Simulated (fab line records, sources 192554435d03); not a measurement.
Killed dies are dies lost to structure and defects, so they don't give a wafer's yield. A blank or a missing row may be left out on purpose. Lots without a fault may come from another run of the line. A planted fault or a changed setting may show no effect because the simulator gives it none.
fab line records | flow n5_finfet
record lots=6 wafers=18 last_day=20
route steps=1938 shown BEOL_M3@1019 BEOL_M4@1021 PASSIVATION@1936
lots that met no fault: from a run of the same line without faults
start_h: hours from the record's first day to the start of the lot's first wafer shown | wait_h: hours since the lot's step before | " the same as in the row above | L1.1+2: a row that stands for several wafers | - no value, or no start given | * or withheld: withheld | < > ~ a bound
route shown NAME@n: a module of which the file shows steps, and the number in the route of the first | usual: mean/standard deviation of fault-free wafers | same: alike in all rows | chamber/n: place in a boat | sites: the reading at each site | _std_site: their standard deviation | _edge_site: outer sites' mean less inner sites' | radius_mm: how far each site lies from the wafer's centre | mask NAME#n: copy n | behind: the tool/chamber that last shaped the wafer | hold: why the lot was held/for how many hours/how that ended | device: the transistor (n, p or np) that didn't switch | end of line: the same wafers' tests at the end of the route | a step without rows: its recipe alone | killed: dies lost to structure and defects at the first sort, not the wafer's yield | map: a wafer's dies, x killed, . not, _ none there
set.NAME: the setting as run; set.NAME@STEP: as run at that earlier step | model.NAME: the simulator's own value behind a step, which no gauge read
lots at some steps of the route; a table a step, a row a wafer
services: from which hour (start_h, from the record's first day; less than 0 if before it) a tool's chamber was out of use, for how many hours, and why
## steps
# step N5_BEOL_M3_RS_MEAS_58
# recipe thk_meas_gauge=four-point-probe reads=Co_of_BEOL_M3_CO_CAP_55+Cu_of_BEOL_M3_ECD_50+Co_of_BEOL_M3_CVD_47+TaN_of_BEOL_M3_ALD_84
# usual M3_RS=0.67/0.035
# columns lot.wafer tool chamber start_h wait_h M3_RS[ohm/sq]
L332.1 film_metro-01 - 192.32 0.0 0.71
L332.3 " - " " 0.67
L332.6 " - " " 0.65
L333.2 film_metro-02 - 198.26 0.1 0.69
L333.3 " - " " 0.65
L333.6 " - " " 0.65
L335.2 film_metro-01 - 202.50 0.1 0.75
L335.3 " - " " 0.74
L335.5 " - " " 0.68
L339.1 film_metro-02 - 229.31 0.0 0.63
L339.3 " - " " 0.65
L339.4 " - " " 0.64
L352.1 film_metro-02 - 322.33 0.1 0.67
L352.5 " - " " 0.67
L352.6 " - " " 0.62
L351.1 film_metro-01 - 326.49 0.1 0.64
L351.3 " - " " 0.72
L351.6 " - " " 0.62
# step N5_BEOL_M3_INSPECT_59
# recipe inspect_instrument=darkfield mode=post_dep
# usual raw_defect_count=69/19
# columns lot.wafer tool chamber start_h wait_h raw_defect_count
L332.1 defect_inspect-02 - 192.35 0.0 86
L332.3 " - " " 81
L332.6 " - " " 58
L333.2 defect_inspect-02 - 198.29 0.0 75
L333.3 " - " " 113
L333.6 " - " " 33
L335.2 defect_inspect-02 - 202.52 0.0 73
L335.3 " - " " 131
L335.5 " - " " 53
L339.1 defect_inspect-02 - 229.34 0.0 58
L339.3 " - " " 85
L339.4 " - " " 52
L352.1 defect_inspect-02 - 322.36 0.0 58
L352.5 " - " " 59
L352.6 " - " " 93
L351.1 defect_inspect-01 - 326.51 0.0 55
L351.3 " - " " 57
L351.6 " - " " 83
# step N5_BEOL_M4_ILD_DEP_00
# recipe material=SiOC target_thk_a=790 temp_c=350 precursor=DEMS/O2 pressure_torr=5 rf_w=500 time_s=15.3
# usual heater_power_w=586/100 showerhead_plenum_p_Torr=5.698/0.019 throttle_valve_pct=12.2/1
# columns lot.wafer tool chamber start_h wait_h heater_power_w showerhead_plenum_p_Torr throttle_valve_pct
L332.1 pecvd-03 2 192.38 0.0 753 5.680 11.5
L332.3 " 1 " " 539 5.702 11.4
L332.6 " 1 " " 533 5.701 11.7
L333.2 pecvd-03 2 198.32 0.0 644 5.676 11.6
L333.3 " 0 " " 638 5.718 13.6
L333.6 " 1 " " 546 5.709 11.4
L335.2 pecvd-02 0 202.56 0.0 555 5.712 12.1
L335.3 " 1 " " 602 5.702 12.3
L335.5 " 0 " " 577 5.724 11.4
L339.1 pecvd-03 0 229.38 0.0 611 5.712 13.9
L339.3 " 2 " " 754 5.678 11.9
L339.4 " 0 " " 625 5.715 13.7
L352.1 pecvd-03 1 322.39 0.0 501 5.716 11.7
L352.5 " 1 " " 505 5.701 11.5
L352.6 " 2 " " 760 5.676 11.6
L351.1 pecvd-03 1 326.55 0.0 478 5.698 11.6
L351.3 " 2 " " 740 5.673 12.0
L351.6 " 2 " " 744 5.673 11.7
# step N5_BEOL_M4_THK_MEAS_01
# recipe reads=SiOC_of_BEOL_M4_ILD_DEP_00
# usual M4_ILD_THK=79.0/1.2
# columns lot.wafer tool chamber start_h wait_h M4_ILD_THK[nm]
L332.1 film_metro-01 - 192.45 0.0 78.2
L332.3 " - " " 77.2
L332.6 " - " " 78.2
L333.2 film_metro-02 - 198.39 0.1 79.2
L333.3 " - " " 77.7
L333.6 " - " " 78.0
L335.2 film_metro-01 - 202.65 0.1 77.3
L335.3 " - " " 77.7
L335.5 " - " " 78.0
L339.1 film_metro-02 - 229.46 0.1 78.1
L339.3 " - " " 79.3
L339.4 " - " " 79.7
L352.1 film_metro-02 - 322.48 0.1 77.6
L352.5 " - " " 80.2
L352.6 " - " " 78.6
L351.1 film_metro-02 - 326.63 0.1 77.0
L351.3 " - " " 78.0
L351.6 " - " " 79.4
# step N5_BEOL_M4_PECVD_72
# recipe material=SiO2 target_thk_a=160 temp_c=400 precursor=TEOS/O2 pressure_torr=5.5 rf_w=450 teos_flow_sccm=53.8 gas=O2 flow_sccm=3000 time_s=18
# usual heater_power_w=813/99 showerhead_plenum_p_Torr=8.81/0.081 throttle_valve_pct=23.1/2.2
# columns lot.wafer tool chamber start_h wait_h heater_power_w showerhead_plenum_p_Torr throttle_valve_pct
L332.1 pecvd-02 2 192.49 0.0 724 8.87 21.0
L332.3 " 0 " " 947 8.89 22.3
L332.6 " 1 " " 769 8.82 23.1
L333.2 pecvd-04 1 198.43 0.0 687 8.76 27.9
L333.3 " 2 " " 687 8.64 21.6
L333.6 " 0 " " 727 8.93 23.0
L335.2 pecvd-04 0 202.68 0.0 696 8.94 22.7
L335.3 " 2 " " 704 8.67 21.8
L335.5 " 1 " " 726 8.78 27.8
L339.1 pecvd-03 0 229.50 0.0 778 8.90 25.8
L339.3 " 0 " " 790 8.88 26.0
L339.4 " 2 " " 902 8.72 22.1
L352.1 pecvd-02 0 322.52 0.0 884 8.86 22.9
L352.5 " 2 " " 881 8.86 20.0
L352.6 " 0 " " 882 8.85 22.8
L351.1 pecvd-04 2 326.67 0.0 707 8.67 21.9
L351.3 " 1 " " 727 8.80 27.6
L351.6 " 1 " " 723 8.78 27.4
# step N5_BEOL_M4_HM_DEP_02
# recipe material=TiN target_thk_a=200 temp_c=25 chamber_pressure_pa=0.49996
# usual chamber_pressure_pa=0.4997/0.0011 substrate_temp_c=25.01/0.11 throttle_valve_pct=29.6/0.9
# columns lot.wafer tool chamber start_h wait_h chamber_pressure_pa substrate_temp_c throttle_valve_pct
L332.1 pvd_sputter-03 - 192.60 0.1 0.5006 24.93 28.5
L332.3 " - " " 0.4969 24.93 31.3
L332.6 " - " " 0.5000 24.97 29.2
L333.2 pvd_sputter-02 - 198.98 0.5 0.4979 25.16 29.3
L333.3 " - " " 0.4995 24.86 30.5
L333.6 " - " " 0.5005 24.98 29.0
L335.2 pvd_sputter-01 - 203.52 0.8 0.5003 25.08 28.6
L335.3 " - " " 0.4975 25.02 30.8
L335.5 " - " " 0.4991 25.10 30.5
L339.1 pvd_sputter-02 - 232.33 2.8 0.5019 25.16 29.4
L339.3 " - " " 0.5000 24.99 29.3
L339.4 " - " " 0.4987 25.03 28.8
L352.1 pvd_sputter-01 - 323.14 0.6 0.4996 24.91 30.9
L352.5 " - " " 0.5011 24.88 30.5
L352.6 " - " " 0.5004 25.13 30.5
L351.1 pvd_sputter-03 - 328.69 2.0 0.5008 25.09 30.0
L351.3 " - " " 0.5009 25.04 31.2
L351.6 " - " " 0.4986 25.01 29.9
# step N5_BEOL_M4_COAT_61
# recipe resist=SOC temp_c=250 time_s=60 spin_rpm=1500 resist_thk_nm=60
# step N5_BEOL_M4_COAT_62
# recipe resist=SiARC temp_c=220 time_s=60 spin_rpm=1500 resist_thk_nm=12
# step N5_BEOL_M4_COAT_73
# recipe resist=underlayer temp_c=205 time_s=60 spin_rpm=1500 resist_thk_nm=5
# step N5_BEOL_M4_COAT_05
# recipe resist=CAR-EUV spin_rpm=1500 resist_thk_nm=30
# step N5_BEOL_M4_EBR_07
# recipe solvent=PGMEA ebr_width_mm=1.5
# step N5_BEOL_M4_SOFTBAKE_06
# recipe temp_c=110 time_s=60 resist=CAR-EUV
# step N5_BEOL_M4_EXPOSE_08
# recipe mask_id=M4 na=0.33 source_shape=dipole sigma_inner=0.369 sigma_outer=0.767 polarization=unpolarized dose_mj=41.25
# same sigma_inner=0.369
# columns lot.wafer tool chamber start_h wait_h mask model.BEOL_M4.overlay_x_nm
L332.1+3+6 euv_scanner-02 0 192.99 - M4#0 0.4
L333.2+3+6 euv_scanner-01 0 199.37 - M4#0 0
L335.2+3+5 euv_scanner-02 0 203.79 - M4#0 0
L339.1+3+4 euv_scanner-01 0 232.59 - M4#0 -0.6
L352.1+5+6 euv_scanner-02 0 323.53 - M4#0 4
L351.1+3+6 euv_scanner-02 0 328.96 - M4#0 4.8
# step N5_BEOL_M4_PEB_09
# recipe peb_temp_c=100 peb_time_s=60 resist=CAR-EUV
# step N5_BEOL_M4_DEVELOP_10
# recipe develop_time_s=30 developer=TMAH resist=CAR-EUV rinse_liquid=surfactant_rinse dry=air_spin dev_temp_c=23
# step N5_BEOL_M4_CD_MEAS_11
# recipe target_cd_nm=16.79 landing_energy_ev=500 detector=se_inlens polarity=opening
# usual cd_nm=16.81/0.24
# columns lot.wafer tool chamber start_h wait_h cd_nm
L332.1 cd_sem-02 0 193.12 - 16.93
L332.3 " 0 " " 16.55
L332.6 " 0 " " 16.66
L333.2 cd_sem-01 0 199.50 - 16.83
L333.3 " 0 " " 16.89
L333.6 " 0 " " 17.07
L335.2 cd_sem-03 0 203.92 - 16.28
L335.3 " 0 " " 16.95
L335.5 " 0 " " 17.04
L339.1 cd_sem-03 0 232.72 - 16.54
L339.3 " 0 " " 17.10
L339.4 " 0 " " 16.54
L352.1 cd_sem-02 0 323.66 - 17.14
L352.5 " 0 " " 16.74
L352.6 " 0 " " 17.21
L351.1 cd_sem-02 0 329.09 - 16.64
L351.3 " 0 " " 16.63
L351.6 " 0 " " 16.98
# step N5_BEOL_M4_OVL_MEAS_12
# recipe points_per_wafer=522
# usual M4_OVL=0.3/0.71
# columns lot.wafer tool chamber start_h wait_h M4_OVL[nm]
L332.1 overlay-02 0 193.15 0.0 0.1
L332.3 " 0 " " 0.6
L332.6 " 0 " " 0.9
L333.2 overlay-02 0 199.53 0.0 -0.3
L333.3 " 0 " " 1.0
L333.6 " 0 " " 0.5
L335.2 overlay-01 0 203.95 0.0 -1.1
L335.3 " 0 " " -0.8
L335.5 " 0 " " -0.8
L339.1 overlay-02 0 232.75 0.0 0.7
L339.3 " 0 " " -0.1
L339.4 " 0 " " 0.6
L352.1 overlay-01 0 323.69 0.0 3.6
L352.5 " 0 " " 3.3
L352.6 " 0 " " 2.9
L351.1 overlay-02 0 329.12 0.0 4.9
L351.3 " 0 " " 4.3
L351.6 " 0 " " 5.1
# step N5_BEOL_M4_INSPECT_13
# recipe mode=adi inspect_instrument=brightfield
# usual raw_defect_count=432/97
# columns lot.wafer tool chamber start_h wait_h raw_defect_count
L332.1 defect_inspect-02 - 193.21 0.1 440
L332.3 " - " " 477
L332.6 " - " " 392
L333.2 defect_inspect-02 - 199.59 0.0 356
L333.3 " - " " 389
L333.6 " - " " 351
L335.2 defect_inspect-02 - 204.01 0.0 562
L335.3 " - " " 606
L335.5 " - " " 508
L339.1 defect_inspect-02 - 232.81 0.1 420
L339.3 " - " " 400
L339.4 " - " " 519
L352.1 defect_inspect-01 - 323.75 0.1 472
L352.5 " - " " 514
L352.6 " - " " 438
L351.1 defect_inspect-02 - 329.18 0.1 420
L351.3 " - " " 266
L351.6 " - " " 314
# step N5_BEOL_M4_RC_MEAS_101
# usual DIBL_N=36.5/2.1 DIBL_P=36.6/2.6 IOFF_N=0.17/0.044 IOFF_P=0.21/0.048 ION_N=674/17 ION_P=462/9.5 SS_N=71.6/0.77 SS_P=73.5/0.72 VT_N=250/4.2 VT_P=-250/3.9
# columns lot.wafer tool chamber start_h wait_h DIBL_N[mV/V] DIBL_P[mV/V] IOFF_N[nA/um] IOFF_P[nA/um] ION_N[uA/um] ION_P[uA/um] SS_N[mV/dec] SS_P[mV/dec] VT_N[mV] VT_P[mV]
L332.1 prober-02 0 223.94 0.0 33.7 33.7 0.12 0.17 661 458 70.5 73.0 251 -253
L332.3 " 0 " " 36.6 36.6 0.16 0.19 674 457 71.5 73.0 252 -251
L332.6 " 0 " " 35.1 34.1 0.13 0.16 654 447 71.1 72.8 253 -253
L333.2 prober-02 0 227.73 0.2 40.7 41.2 0.20 0.24 685 462 71.9 73.8 248 -251
L333.3 " 0 " " 37.9 39.1 0.15 0.21 673 468 71.8 73.7 253 -252
L333.6 " 0 " " 38.2 39.8 0.17 0.23 675 465 70.8 73.9 250 -248
L335.2 prober-02 0 236.76 0.2 36.8 38.4 0.16 0.20 666 455 72.0 73.2 250 -254
L335.3 " 0 " " 38.0 39.4 0.21 0.23 675 457 72.2 73.9 245 -249
L335.5 " 0 " " 38.2 38.3 0.20 0.21 670 454 72.4 73.6 246 -253
L339.1 prober-01 0 252.08 0.0 36.8 34.5 0.16 0.19 677 456 71.7 72.7 249 -250
L339.3 " 0 " " 39.6 38.7 0.23 0.26 702 476 72.9 73.3 246 -246
L339.4 " 0 " " 34.7 32.9 0.15 0.18 698 472 71.5 73.0 251 -252
L352.1 prober-02 0 339.33 0.0 34.6 34.2 0.13 0.18 663 459 71.0 72.8 254 -249
L352.5 " 0 " " 32.9 32.6 0.10 0.16 651 451 70.6 72.4 257 -253
L352.6 " 0 " " 36.7 37.1 0.17 0.22 676 464 70.9 73.0 251 -249
L351.1 prober-02 0 345.98 0.0 38.3 40.5 0.25 0.38 690 478 72.9 74.8 242 -240
L351.3 " 0 " " 35.2 33.6 0.15 0.20 658 449 72.6 72.4 251 -249
L351.6 " 0 " " 37.8 39.6 0.23 0.31 710 485 72.4 74.4 244 -243
# step N5_PASSIVATION_PROBE_49
# usual defect_limited_yield=91.2/1.5 killed_at_M0_to_M3=36/10 killed_at_M4_up=14/5.2 killed_at_contacts=12/6 killed_at_front_end=37/10 killed_at_other=4/3.3 killed_dies=104/18 killed_open=68/14 killed_short=34/7.4 sort_bin_4_leakage=0.01/0.04 sort_bin_5_function=5.2/1 sort_bin_6_memory=3.3/0.7 sort_n_pass=1076/18 sort_yield_pct=91.2/1.5
# same gross_dies=1180 killed_at_back_side=0 sort_bin_8_speed[%]=0
# columns lot.wafer tool chamber start_h wait_h defect_limited_yield[%] killed_at_M0_to_M3 killed_at_M4_up killed_at_contacts killed_at_front_end killed_at_other killed_dies killed_open killed_short sort_bin_4_leakage[%] sort_bin_5_function[%] sort_bin_6_memory[%] sort_n_pass sort_yield_pct[%]
L332.1 prober-01 - 338.27 0.0 92.1 33 3 20 33 4 93 52 41 0 5.1 2.3 1087 92.1
L332.3 prober-01 - 338.37 0.1 94.2 35 8 6 19 0 68 42 25 0 3.0 2.5 1112 94.2
L332.6 prober-01 - 338.52 0.3 91.9 42 13 8 28 4 95 58 37 0 4.5 3.2 1085 91.9
L335.2 prober-01 - 344.35 0.1 92.8 41 13 9 21 1 85 60 24 0 4.5 2.5 1095 92.8
L335.3 prober-01 - 344.40 0.1 92.2 34 11 13 30 4 92 60 32 0 4.7 2.6 1088 92.2
L335.5 prober-01 - 344.50 0.2 90.1 43 18 8 45 3 117 82 34 0 6.1 3.6 1063 90.1
L339.1 prober-02 - 347.31 0.0 90.3 33 19 18 43 1 114 82 30 0 6.1 3.2 1066 90.3
L339.3 prober-02 - 347.41 0.1 87.8 40 24 26 49 5 144 88 49 0 6.8 4.7 1036 87.8
L339.4 prober-02 - 347.46 0.2 92.1 19 19 18 36 1 93 62 24 0 4.1 2.8 1087 92.1
# killed by level:class
L332.1 MOL_CONTACT_COAG:geometric_particle:open=15 BEOL_M0_SAQP:geometric_particle:short=9 FIN_SAQP:geometric_particle:short=8 BEOL_M2:geometric_particle:open=6 BEOL_M0_SAQP:geometric_particle:open=6 DUMMY_GATE:geometric_particle:open=5 GATE_CUT:geometric_particle:short=5 MOL_CONTACT_COAG:geometric_particle:short=5
L332.3 BEOL_M2:geometric_particle:open=8 MOL_CONTACT_COAG:geometric_particle:open=6 BEOL_M1:geometric_particle:open=6 FIN_SAQP:geometric_particle:open=4 BEOL_M1:geometric_particle:short=4 BEOL_M0_SAQP:geometric_particle:open=4 BEOL_M0_SAQP:geometric_particle:short=4 STARTING-WAFER:geometric_particle:short=4
L332.6 BEOL_M0_SAQP:geometric_particle:open=11 BEOL_M1:geometric_particle:open=7 BEOL_M4:geometric_particle:open=7 MOL_CONTACT_COAG:geometric_particle:open=6 BEOL_M0_SAQP:geometric_particle:short=6 FIN_SAQP:geometric_particle:open=5 STI_FIN_REVEAL:geometric_particle:open=5 BEOL_M1:geometric_particle:short=5
L335.2 BEOL_M0_SAQP:geometric_particle:open=11 BEOL_M2:geometric_particle:open=10 MOL_CONTACT_COAG:geometric_particle:open=6 BEOL_M3:geometric_particle:open=6 BEOL_M4:geometric_particle:open=5 BEOL_M0_SAQP:geometric_particle:short=4 BEOL_M3:geometric_particle:short=4 FIN_SAQP:geometric_particle:open=3
L335.3 BEOL_M1:geometric_particle:open=12 MOL_CONTACT_COAG:geometric_particle:open=10 BEOL_M0_SAQP:geometric_particle:open=9 DUMMY_GATE:geometric_particle:open=6 GATE_CUT:geometric_particle:short=4 BEOL_M2:geometric_particle:open=4 BEOL_M3:geometric_particle:open=4 STARTING-WAFER:geometric_particle:short=4
L335.5 BEOL_M2:geometric_particle:open=12 BEOL_M3:geometric_particle:open=12 FIN_SAQP:geometric_particle:short=11 FIN_SAQP:geometric_particle:open=8 MOL_CONTACT_COAG:geometric_particle:open=7 BEOL_M4:geometric_particle:open=7 STI_FIN_REVEAL:geometric_particle:open=6 BEOL_M0_SAQP:geometric_particle:short=5
L339.1 MOL_CONTACT_COAG:geometric_particle:open=17 STI_FIN_REVEAL:geometric_particle:open=9 FIN_SAQP:geometric_particle:open=8 FIN_SAQP:geometric_particle:short=8 BEOL_M5:geometric_particle:open=7 BEOL_M1:geometric_particle:open=6 BEOL_M3:geometric_particle:open=5 ILD0:geometric_particle:open=4
L339.3 MOL_CONTACT_COAG:geometric_particle:open=19 FIN_SAQP:geometric_particle:short=14 BEOL_M3:geometric_particle:open=11 FIN_SAQP:geometric_particle:open=10 MOL_CONTACT_COAG:geometric_particle:short=7 BEOL_M5:geometric_particle:open=7 BEOL_M0_SAQP:geometric_particle:open=6 BEOL_M0_SAQP:geometric_particle:short=6
L339.4 MOL_CONTACT_COAG:geometric_particle:open=16 FIN_SAQP:geometric_particle:open=9 HKMG_FIN:area_etch=6 FIN_SAQP:geometric_particle:short=5 BEOL_M1:geometric_particle:open=5 BEOL_M0:geometric_particle:open=4 STARTING-WAFER:geometric_particle:open=4 BEOL_M5:geometric_particle:open=4
## services
# columns tool chamber start_h hours kind
euv_scanner-01 - 169.38 1.0 pm
pecvd-04 0 180.19 2.1 scheduled_down
pecvd-02 - 189.15 0.8 pm
pecvd-02 2 202.38 - clean
pecvd-02 2 202.38 - consumable_replace:showerhead
pecvd-02 1 206.22 2.9 repair
euv_scanner-02 - 209.83 1.0 pm
pvd_sputter-01 - 219.23 4.0 repair
euv_scanner-01 - 225.53 1.0 pm
pecvd-03 1 226.92 4.8 repair
pecvd-03 - 255.03 14.6 pm
euv_scanner-02 - 259.35 4.0 repair
euv_scanner-02 - 263.37 4.6 pm
pecvd-02 - 270.32 28.1 pm
euv_scanner-01 - 272.72 2.7 repair
pecvd-03 0 280.98 5.5 scheduled_down
euv_scanner-01 - 281.68 1.0 pm
euv_scanner-01 - 292.69 4.6 pm
pecvd-03 0 307.10 28.4 repair
euv_scanner-01 - 307.33 12.0 pm
euv_scanner-02 - 319.53 0.4 repair
euv_scanner-02 - 322.13 1.0 pm
euv_scanner-02 - 324.17 2.5 repair
euv_scanner-02 0 328.94 - calibration
## key
first_sign step=N5_BEOL_M4_OVL_MEAS_12 reading=M4_OVL direction=up sigmas=5.2 usual=0.3 struck=4.0
effect none on later readings
model_effect step=N5_BEOL_M4_EXPOSE_08 value=BEOL_M4.overlay_x_nm without=0 struck=4.4
met_at N5_BEOL_M4_EXPOSE_08
struck_wafers L351.1,L351.3,L351.6,L352.1,L352.5,L352.6
onset_between 203.79 323.53
also_fits time
fault kind=scanner_matching_overlay tool=euv_scanner-02 chamber=- onset_h=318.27 steps=N5_BEOL_M4_EXPOSE_08 offset=4.3862
